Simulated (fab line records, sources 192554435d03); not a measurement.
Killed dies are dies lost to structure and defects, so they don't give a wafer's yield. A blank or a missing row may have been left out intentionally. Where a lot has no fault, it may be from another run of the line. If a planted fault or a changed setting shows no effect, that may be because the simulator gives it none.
fab line records	flow n5-finfet
record: lots: 10	wafers: 30	last-day: 17
route steps=1938 shown PASS1_CAP@1873 PASSIVATION@1901
lots with no fault: from the same line, run without faults
start-h: hours from the record's opening day to when the first of the lot's shown wafers began	wait-h: hours since the lot's step before	" unchanged from the row above	L1.1+2: one row covering several wafers at once	- no value, or no start given	* or withheld: withheld	< > ~ a bound
route shown NAME@n: NAME is a module with steps in the file, n the number in the route of the first one	usual: mean and standard deviation over wafers with no fault	same: alike in all rows	chamber/n: place in a boat	sites: readings site by site	_std_site: their standard deviation	_edge_site: the outer-site mean with the inner-site mean subtracted	radius-mm: for every site, how far away it sits from the centre of the wafer	mask NAME#n: copy n	behind: the last tool/chamber to shape the wafer	hold: reason for holding the lot/hours on hold/outcome of the hold	device: the transistor (n, p or np) that didn't switch	end of line: at the end of the route, the tests of the same wafers	a step given without rows: its recipe and nothing more	killed: dies that structure and defects cost at the first sort, which is not the same as the wafer's yield	map: a wafer's dies, x killed, . not, _ none there
set.NAME: the setting that was run; set.NAME@STEP: the one run at that earlier step	model.NAME: the simulator's own value behind a step, which no gauge read
the route's steps for a sample of lots (tables are steps, rows are wafers)
services: the hour from which a tool's chamber was out of use, counted from the record's first day as start-h (under 0 if before that day), plus the number of hours and why
== steps ==
step: N5_PASSIVATION_PECVD_55
recipe: material: SiO2	target-thk-a: 4000	temp-c: 400	precursor: SiH4/N2O	pressure-torr: 2.7	rf-w: 608	time-s: 22.5
usual: heater-power-w: 700/120	showerhead-plenum-p-Torr: 8.23/0.083	susceptor-temp-C: 400.03/0.19	throttle-valve-pct: 51.1/2.1
lot.wafer	tool	chamber	start-h	wait-h	heater-power-w	showerhead-plenum-p-Torr	susceptor-temp-C	throttle-valve-pct
L512.1	pecvd-01	2	276.96	0.0	785	8.32	399.98	47.6
L512.4	"	0	"	"	569	8.13	399.81	52.2
L512.6	"	1	"	"	763	8.21	400.26	53.2
L513.1	pecvd-02	2	277.35	0.0	531	8.22	399.90	49.9
L513.3	"	0	"	"	749	8.40	400.10	50.2
L513.6	"	2	"	"	538	8.21	400.05	49.8
L514.1	pecvd-01	0	286.16	0.0	630	8.16	399.88	52.3
L514.3	"	1	"	"	819	8.24	400.08	53.2
L514.5	"	2	"	"	748	8.30	399.91	47.7
L518.1	pecvd-02	1	322.96	0.0	485	8.19	400.14	52.6
L518.2	"	2	"	"	453	8.19	399.73	50.0
L518.4	"	1	"	"	524	8.21	400.05	52.4
L522.2	pecvd-01	0	346.19	0.0	605	8.15	399.69	52.9
L522.4	"	0	"	"	611	8.15	399.96	52.5
L522.6	"	2	"	"	722	8.33	400.23	48.2
L524.1	pecvd-02	0	352.15	0.0	818	8.39	400.00	50.4
L524.5	"	1	"	"	574	8.22	400.06	52.7
L524.6	"	2	"	"	475	8.18	400.00	50.2
L526.2	pecvd-02	0	379.84	0.0	805	8.42	399.85	50.3
L526.3	"	1	"	"	611	8.20	400.01	52.5
L526.4	"	2	"	"	483	8.19	399.90	50.5
L527.1	pecvd-02	2	384.50	0.0	530	8.18	399.89	50.2
L527.2	"	0	"	"	799	8.39	400.17	50.3
L527.5	"	0	"	"	669	8.39	400.53	50.5
L530.1	pecvd-04	0	398.19	0.0	867	8.19	399.98	49.4
L530.3	"	1	"	"	865	8.13	400.32	54.7
L530.4	"	0	"	"	689	8.18	400.21	49.6
L531.1	pecvd-04	0	402.16	0.0	839	8.21	399.73	49.6
L531.2	"	1	"	"	787	8.14	400.13	54.6
L531.3	"	1	"	"	806	8.15	400.18	54.6
step: N5_PASSIVATION_EXPOSE_27
recipe: mask-id: PAD	na: 0.55	source-shape: conventional	sigma-outer: 0.8	polarization: unpolarized	defocus-nm: 0	dose-mj: 32.3
usual: exposure-dose-mJ-cm2: 32.31/0.033
same: na: 0.55	sigma-outer: 0.8
lot.wafer	tool	chamber	start-h	wait-h	mask	exposure-dose-mJ-cm2
L512.1	krf-scanner-01	0	279.81	-	PAD#0	32.36
L512.4	"	0	"	"	PAD#0	32.36
L512.6	"	0	"	"	PAD#0	32.28
L513.1	krf-scanner-02	0	279.97	-	PAD#0	32.30
L513.3	"	0	"	"	PAD#0	32.28
L513.6	"	0	"	"	PAD#0	32.31
L514.1	krf-scanner-01	0	289.28	-	PAD#0	32.32
L514.3	"	0	"	"	PAD#0	32.30
L514.5	"	0	"	"	PAD#0	32.32
L518.1	krf-scanner-01	0	325.80	-	PAD#0	23.43
L518.2	"	0	"	"	PAD#0	23.37
L518.4	"	0	"	"	PAD#0	23.36
L522.2	krf-scanner-01	0	350.27	-	PAD#0	23.39
L522.4	"	0	"	"	PAD#0	23.36
L522.6	"	0	"	"	PAD#0	23.43
L524.1	krf-scanner-02	0	354.00	-	PAD#0	32.29
L524.5	"	0	"	"	PAD#0	32.27
L524.6	"	0	"	"	PAD#0	32.29
L526.2	krf-scanner-02	0	382.46	-	PAD#0	32.31
L526.3	"	0	"	"	PAD#0	32.32
L526.4	"	0	"	"	PAD#0	32.28
L527.1	krf-scanner-02	0	386.42	-	PAD#0	32.35
L527.2	"	0	"	"	PAD#0	32.33
L527.5	"	0	"	"	PAD#0	32.33
L530.1	krf-scanner-02	0	399.97	-	PAD#0	32.34
L530.3	"	0	"	"	PAD#0	32.34
L530.4	"	0	"	"	PAD#0	32.30
L531.1	krf-scanner-02	0	407.32	-	PAD#0	32.30
L531.2	"	0	"	"	PAD#0	32.31
L531.3	"	0	"	"	PAD#0	32.28
step: N5_PASSIVATION_CD_MEAS_30
recipe: target-cd-nm: 4000	landing-energy-ev: 500	detector: se-inlens	polarity: opening
usual: cd-nm: 3998.8/1.8
lot.wafer	tool	chamber	start-h	wait-h	cd-nm
L512.1	cd-sem-03	0	279.99	-	4000.7
L512.4	"	0	"	"	3999.3
L512.6	"	0	"	"	3997.8
L513.1	cd-sem-01	0	280.15	-	3996.6
L513.3	"	0	"	"	3996.6
L513.6	"	0	"	"	3999.2
L514.1	cd-sem-03	0	289.45	-	4000.5
L514.3	"	0	"	"	3999.6
L514.5	"	0	"	"	4000.7
L518.1	cd-sem-02	0	325.98	-	3941.9
L518.2	"	0	"	"	3940.3
L518.4	"	0	"	"	3942.8
L522.2	cd-sem-01	0	350.45	-	3941.2
L522.4	"	0	"	"	3939.8
L522.6	"	0	"	"	3940.7
L524.1	cd-sem-01	0	354.18	-	4001.5
L524.5	"	0	"	"	3999.3
L524.6	"	0	"	"	4000.1
L526.2	cd-sem-03	0	382.63	-	3998.5
L526.3	"	0	"	"	3999.7
L526.4	"	0	"	"	3999.9
L527.1	cd-sem-01	0	386.60	-	3997.3
L527.2	"	0	"	"	3998.0
L527.5	"	0	"	"	3998.6
L530.1	cd-sem-02	0	400.15	-	3998.6
L530.3	"	0	"	"	4000.5
L530.4	"	0	"	"	4001.8
L531.1	cd-sem-02	0	407.49	-	3998.9
L531.2	"	0	"	"	3998.7
L531.3	"	0	"	"	4001.9
step: N5_PASSIVATION_STRIP_34
recipe: chemistry: O2	power-w: 600	temp-c: 60	pressure-mtorr: 30	rf-frequency-hz: 6e+07	bias-power-w: 0	overash-fraction: 2	o2-flow-sccm: 225
usual: drypump-motor-current-A: 5.8/0.37	oes-product-au: 0.77/0.082	rf-vpp-V: 3.7/1.5	showerhead-plenum-p-Torr: 2.11/0.049	throttle-valve-pct: 16.66/0.26
same: bias-power-w: 0
lot.wafer	tool	chamber	start-h	wait-h	drypump-motor-current-A	oes-product-au	rf-hours-counter-h	rf-vpp-V	showerhead-plenum-p-Torr	throttle-valve-pct
L512.1	rie-diel-03	1	280.68	0.1	5.4	0.73	172	5.2	2.09	16.52
L512.4	"	0	"	"	5.4	0.76	137	4.5	2.20	16.50
L512.6	"	2	"	"	5.2	0.73	-	4.1	2.08	16.58
L513.1	rie-diel-01	0	280.84	0.1	5.8	0.74	205	4.9	2.09	16.75
L513.3	"	2	"	"	4.8	0.69	222	3.9	2.00	16.96
L513.6	"	0	"	"	5.8	0.74	-	1.7	2.09	16.73
L514.1	rie-diel-01	0	290.20	0.1	5.9	0.72	208	5.8	2.09	16.72
L514.3	"	1	"	"	5.1	0.98	3	3.2	2.17	16.33
L514.5	"	0	"	"	5.8	0.73	-	1.6	2.09	16.75
L518.1	rie-diel-03	1	327.64	0.3	5.4	0.70	193	6.5	2.08	16.53
L518.2	"	3	"	"	5.9	0.86	40	1.7	2.16	16.47
L518.4	"	0	"	"	5.3	0.74	152	3.3	2.19	16.57
L522.2	rie-diel-03	1	351.14	0.1	5.4	0.70	204	5.1	2.08	16.59
L522.4	"	2	"	"	5.2	0.71	233	3.8	2.07	16.56
L522.6	"	0	"	"	5.3	0.74	-	4.4	2.19	16.49
L524.1	rie-diel-04	2	355.86	0.1	6.1	0.83	52	5.8	2.06	16.37
L524.5	"	2	"	"	6.0	0.85	-	5.5	2.06	16.32
L524.6	"	1	"	"	6.0	0.78	-	1.8	2.11	16.90
L526.2	rie-diel-04	2	383.78	0.1	6.1	0.82	70	1.7	2.05	16.36
L526.3	"	1	"	"	6.0	0.75	126	2.4	2.10	16.92
L526.4	"	2	"	"	6.0	0.82	-	6.8	2.05	16.36
L527.1	rie-diel-03	0	387.32	0.1	5.3	0.74	185	4.3	2.18	16.60
L527.2	"	1	"	"	5.4	0.68	222	3.2	2.07	16.57
L527.5	"	0	"	"	5.3	0.73	-	3.0	2.18	16.65
L530.1	rie-diel-04	0	400.84	0.1	6.0	0.70	262	2.2	2.07	17.15
L530.3	"	2	"	"	6.1	0.85	77	4.9	2.05	16.38
L530.4	"	1	"	"	6.0	0.75	-	6.9	2.10	16.93
L531.1	rie-diel-04	0	408.30	0.1	6.1	0.67	265	3.3	2.07	17.17
L531.2	"	1	"	"	6.0	0.73	137	5.6	2.10	16.97
L531.3	"	2	"	"	6.1	0.80	81	1.7	2.05	16.40
step: N5_PASSIVATION_PECVD_35
recipe: material: SiNx	target-thk-a: 7000	temp-c: 400	precursor: SiH4/NH3/N2	pressure-torr: 4.9	rf-w: 1406	time-s: 151.3
usual: heater-power-w: 396/140	showerhead-plenum-p-Torr: 8.71/0.074	susceptor-temp-C: 399.99/0.2	throttle-valve-pct: 29.1/1.2
lot.wafer	tool	chamber	start-h	wait-h	heater-power-w	showerhead-plenum-p-Torr	susceptor-temp-C	throttle-valve-pct
L512.1	pecvd-02	0	281.29	0.1	445	8.83	399.95	28.5
L512.4	"	1	"	"	214	8.72	399.95	29.6
L512.6	"	0	"	"	471	8.84	399.89	28.5
L513.1	pecvd-04	2	281.45	0.1	538	8.77	399.81	27.1
L513.3	"	1	"	"	507	8.67	400.00	30.9
L513.6	"	1	"	"	552	8.64	400.06	31.0
L514.1	pecvd-02	0	290.81	0.1	442	8.83	399.90	28.6
L514.3	"	2	"	"	271	8.70	400.14	28.3
L514.5	"	0	"	"	476	8.82	400.10	28.5
L518.1	pecvd-03	0	328.25	0.1	147	8.54	399.73	30.5
L518.2	"	2	"	"	165	8.66	400.04	30.6
L518.4	"	2	"	"	202	8.66	399.84	30.6
L522.2	pecvd-04	1	352.16	0.1	505	8.67	400.27	30.4
L522.4	"	2	"	"	466	8.74	400.00	27.5
L522.6	"	1	"	"	544	8.67	400.07	30.8
L524.1	pecvd-02	0	356.47	0.1	509	8.84	400.14	28.4
L524.5	"	2	"	"	258	8.68	399.95	28.5
L524.6	"	1	"	"	319	8.74	400.25	30.0
L526.2	pecvd-04	2	384.40	0.1	496	8.77	400.14	27.5
L526.3	"	1	"	"	462	8.67	400.11	30.9
L526.4	"	1	"	"	506	8.66	399.76	30.9
L527.1	pecvd-02	0	387.99	0.1	496	8.83	399.94	28.5
L527.2	"	2	"	"	275	8.70	400.01	28.3
L527.5	"	2	"	"	201	8.71	399.94	28.6
L530.1	pecvd-02	0	401.51	0.1	437	8.84	399.92	28.4
L530.3	"	0	"	"	488	8.84	400.15	28.5
L530.4	"	2	"	"	281	8.71	399.85	28.3
L531.1	pecvd-03	0	408.96	0.1	150	8.54	399.78	30.3
L531.2	"	2	"	"	180	8.64	400.15	31.0
L531.3	"	1	"	"	553	8.74	399.87	30.7
step: N5_PASSIVATION_PROBE_49
usual: defect-limited-yield: 91.4/1.4	killed_at_M0_to_M3: 31/10	killed_at_M4_up: 14/5.6	killed-at-contacts: 13/6.3	killed-at-front-end: 39/10	killed-at-other: 4/3.1	killed-dies: 101/16	killed-open: 65/13	killed-short: 34/7.2	sort_bin_4_leakage: 0.00/0.007	sort_bin_5_function: 5.1/0.88	sort_bin_6_memory: 3.2/0.66	sort_bin_8_speed: 0.00/0.007	sort-n-pass: 1079/16	sort-yield-pct: 91.4/1.4
same: gross-dies: 1180	killed-at-back-side: 0
lot.wafer	tool	chamber	start-h	wait-h	defect-limited-yield[%]	killed_at_M0_to_M3	killed_at_M4_up	killed-at-contacts	killed-at-front-end	killed-at-other	killed-dies	killed-open	killed-short	sort_bin_4_leakage[%]	sort_bin_5_function[%]	sort_bin_6_memory[%]	sort_bin_8_speed[%]	sort-n-pass	sort-yield-pct[%]
L512.1	prober-01	-	284.85	0.0	89.1	17	19	5	83	5	129	80	42	0	5.7	4.2	0	1051	89.1
L512.4	prober-01	-	285.00	0.2	86.8	47	22	27	56	4	156	113	42	0	7.9	4.7	0	1024	86.8
L512.6	prober-01	-	285.10	0.3	91.5	17	16	18	46	3	100	69	28	0	4.6	3.3	0	1080	91.5
L513.1	prober-02	-	286.84	0.0	90.8	44	16	5	34	10	109	74	35	0	6.5	2.6	0	1071	90.8
L513.3	prober-02	-	286.94	0.1	90.3	43	32	12	22	5	114	80	32	0	5.8	3.6	0	1066	90.3
L513.6	prober-02	-	287.09	0.3	91.8	32	20	12	28	5	97	62	35	0	4.7	3.2	0	1083	91.8
L518.1	prober-02	-	332.68	0.1	90.6	58	4	8	38	3	111	66	44	0	5.3	3.7	0	1069	90.6
L518.2	prober-02	-	332.73	0.1	92.7	34	9	5	37	1	86	50	34	0	4.1	2.9	0	1094	92.7
L518.4	prober-02	-	332.83	0.2	93.1	33	10	12	24	2	81	46	34	0	4.2	2.5	0	1099	93.1
L522.2	prober-02	-	356.06	0.1	88.0	49	17	10	55	11	142	93	46	0	6.9	4.7	0	1038	88.0
L522.4	prober-02	-	356.16	0.2	92.2	21	13	11	36	11	92	53	36	0	4.8	2.5	0	1088	92.2
L522.6	prober-02	-	356.26	0.3	90.1	32	18	8	51	8	117	79	34	0	5.4	4.1	0	1063	90.1
L524.1	prober-01	-	362.12	0.0	92.0	21	21	15	36	1	94	57	33	0	4.5	3.2	0	1086	92.0
L524.5	prober-01	-	362.32	0.2	91.9	30	17	13	33	3	96	65	29	0	4.9	2.6	0	1084	91.9
L524.6	prober-01	-	362.37	0.3	92.1	22	20	15	36	0	93	64	26	0	5.2	2.5	0	1087	92.1
killed by level:class
L512.1 FIN_SAQP:geometric-particle:open=27 STI_FIN_REVEAL:geometric-particle:open=21 FIN_SAQP:geometric-particle:short=15 BEOL_M0_SAQP:geometric-particle:short=7 BEOL_M4:geometric-particle:open=7 BEOL_M4:geometric-particle:short=4 HKMG_FIN:area-etch=4 MOL_CONTACT_COAG:geometric-particle:open=3
L512.4 STI_FIN_REVEAL:geometric-particle:open=34 MOL_CONTACT_COAG:geometric-particle:open=19 BEOL_M1:geometric-particle:open=10 MOL_CONTACT_COAG:geometric-particle:short=8 BEOL_M0_SAQP:geometric-particle:open=7 BEOL_M1:geometric-particle:short=7 FIN_SAQP:geometric-particle:open=6 STI_FIN_REVEAL:geometric-particle:short=6
L512.6 FIN_SAQP:geometric-particle:open=13 MOL_CONTACT_COAG:geometric-particle:open=13 STI_FIN_REVEAL:geometric-particle:open=10 BEOL_M3:geometric-particle:open=8 MOL_CONTACT_COAG:geometric-particle:short=5 GATE_CUT:geometric-particle:short=4 BEOL_M4:geometric-particle:open=4 FIN_SAQP:geometric-particle:short=3
L513.1 BEOL_M3:geometric-particle:open=10 BEOL_M2:geometric-particle:open=9 DUMMY_GATE:geometric-particle:open=9 BEOL_M0_SAQP:geometric-particle:short=8 BEOL_M0_SAQP:geometric-particle:open=8 BEOL_M4:geometric-particle:short=6 BEOL_M1:geometric-particle:open=6 FIN_SAQP:geometric-particle:open=5
L513.3 BEOL_M4:geometric-particle:open=21 BEOL_M2:geometric-particle:open=14 BEOL_M0_SAQP:geometric-particle:short=10 MOL_CONTACT_COAG:geometric-particle:open=9 BEOL_M3:geometric-particle:open=7 STI_FIN_REVEAL:geometric-particle:open=5 STARTING-WAFER:geometric-particle:open=4 FIN_SAQP:geometric-particle:short=3
L513.6 BEOL_M4:geometric-particle:open=14 MOL_CONTACT_COAG:geometric-particle:open=7 BEOL_M0_SAQP:geometric-particle:short=7 STI_FIN_REVEAL:geometric-particle:open=6 BEOL_M0_SAQP:geometric-particle:open=6 MOL_CONTACT_COAG:geometric-particle:short=5 BEOL_M3:geometric-particle:open=5 BEOL_M3:geometric-particle:short=4
L518.1 BEOL_M0_SAQP:geometric-particle:short=26 BEOL_M0_SAQP:geometric-particle:open=22 FIN_SAQP:geometric-particle:short=7 FIN_SAQP:geometric-particle:open=7 MOL_CONTACT_COAG:geometric-particle:open=7 STI_FIN_REVEAL:geometric-particle:open=6 DUMMY_GATE:geometric-particle:open=6 DUMMY_GATE:geometric-particle:short=3
L518.2 BEOL_M0_SAQP:geometric-particle:short=13 BEOL_M0_SAQP:geometric-particle:open=10 FIN_SAQP:geometric-particle:open=8 DUMMY_GATE:geometric-particle:open=8 FIN_SAQP:geometric-particle:short=7 MOL_CONTACT_COAG:geometric-particle:open=5 BEOL_M3:geometric-particle:open=5 BEOL_M1:geometric-particle:open=4
L518.4 BEOL_M0_SAQP:geometric-particle:short=13 MOL_CONTACT_COAG:geometric-particle:open=9 BEOL_M2:geometric-particle:open=7 FIN_SAQP:geometric-particle:short=4 DUMMY_GATE:geometric-particle:open=4 BEOL_M0_SAQP:geometric-particle:open=4 GATE_CUT:geometric-particle:short=3 MOL_CONTACT_COAG:geometric-particle:short=3
L522.2 BEOL_M0_SAQP:geometric-particle:short=16 BEOL_M0_SAQP:geometric-particle:open=14 DUMMY_GATE:geometric-particle:open=11 STI_FIN_REVEAL:geometric-particle:open=9 BEOL_M4:geometric-particle:open=9 MOL_CONTACT_COAG:geometric-particle:open=8 GATE_CUT:geometric-particle:short=7 BEOL_M2:geometric-particle:open=6
L522.4 MOL_CONTACT_COAG:geometric-particle:open=9 BEOL_M0_SAQP:geometric-particle:short=7 FIN_SAQP:geometric-particle:short=6 FIN_SAQP:geometric-particle:open=5 DUMMY_GATE:geometric-particle:short=5 DUMMY_GATE:geometric-particle:open=5 BEOL_M2:geometric-particle:open=5 BEOL_M4:geometric-particle:open=5
L522.6 FIN_SAQP:geometric-particle:open=13 BEOL_M0_SAQP:geometric-particle:open=12 GATE_CUT:geometric-particle:open=9 BEOL_M0_SAQP:geometric-particle:short=7 STI_FIN_REVEAL:geometric-particle:open=6 DUMMY_GATE:geometric-particle:open=6 MOL_CONTACT_COAG:geometric-particle:open=5 MIM_BOT:geometric-particle:open=4
L524.1 MOL_CONTACT_COAG:geometric-particle:open=10 BEOL_M4:geometric-particle:open=8 DUMMY_GATE:geometric-particle:short=6 DUMMY_GATE:geometric-particle:open=6 GATE_CUT:geometric-particle:short=6 BEOL_M0_SAQP:geometric-particle:open=6 MOL_CONTACT_COAG:geometric-particle:short=5 BEOL_M3:geometric-particle:short=5
L524.5 MOL_CONTACT_COAG:geometric-particle:open=10 FIN_SAQP:geometric-particle:open=9 BEOL_M0_SAQP:geometric-particle:open=7 BEOL_M0_SAQP:geometric-particle:short=7 BEOL_M1:geometric-particle:open=6 BEOL_M5:geometric-particle:open=6 FIN_SAQP:geometric-particle:short=4 STI_FIN_REVEAL:geometric-particle:open=4
L524.6 BEOL_M4:geometric-particle:open=11 MOL_CONTACT_COAG:geometric-particle:open=10 FIN_SAQP:geometric-particle:open=8 DUMMY_GATE:geometric-particle:open=6 BEOL_M3:geometric-particle:short=6 MOL_CONTACT_COAG:geometric-particle:short=5 BEOL_M0_SAQP:geometric-particle:open=5 BEOL_M3:geometric-particle:open=5
== services ==
tool	chamber	start-h	hours	kind
krf-scanner-02	-	256.12	1.0	pm
pecvd-03	-	258.70	26.5	repair
krf-scanner-02	-	265.41	1.3	pm
krf-scanner-02	-	268.30	0.4	repair
krf-scanner-01	-	273.47	1.3	pm
rie-diel-04	1	287.30	4.7	repair
rie-diel-03	3	291.56	6.8	repair
rie-diel-03	-	293.56	1.1	repair
rie-diel-03	0	296.71	5.3	repair
pecvd-02	-	297.64	0.7	repair
krf-scanner-01	-	302.35	0.7	repair
rie-diel-01	-	306.91	75.6	repair
rie-diel-04	-	308.37	4.3	pm
rie-diel-04	3	321.46	9.9	repair
pecvd-01	-	329.36	1.0	repair
krf-scanner-02	-	336.33	0.8	pm
krf-scanner-01	-	339.85	0.8	pm
rie-diel-04	0	360.70	5.8	repair
krf-scanner-01	-	368.11	1.0	pm
rie-diel-04	3	368.33	39.2	repair
rie-diel-03	1	380.94	2.6	repair
rie-diel-04	1	381.81	1.8	repair
pecvd-04	2	399.55	15.3	repair
krf-scanner-02	-	402.11	3.6	pm
== key ==
first-sign: step: N5_PASSIVATION_EXPOSE_27	reading: exposure-dose-mJ-cm2	direction: down	sigmas: 99+	usual: 32.31	struck: 23.39
effect: step: N5_PASSIVATION_CD_MEAS_30	reading: cd-nm	direction: down	sigmas: 31	usual: 3998.8	struck: 3941.1
met-at N5_PASSIVATION_EXPOSE_27
struck-lots L518,L522
not-acting-at N5_PASSIVATION_PECVD_55,N5_PASSIVATION_STRIP_34,N5_PASSIVATION_PECVD_35
onset-between 289.28 325.80
fault: kind: process-parameter-drift	tool: krf-scanner-01	chamber: -	onset-h: 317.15	steps: N5_PASSIVATION_EXPOSE_27	channel: dose-mj	offset: -8.9324	shape: step	acts-in: these-recipes-only	stated: 32.3
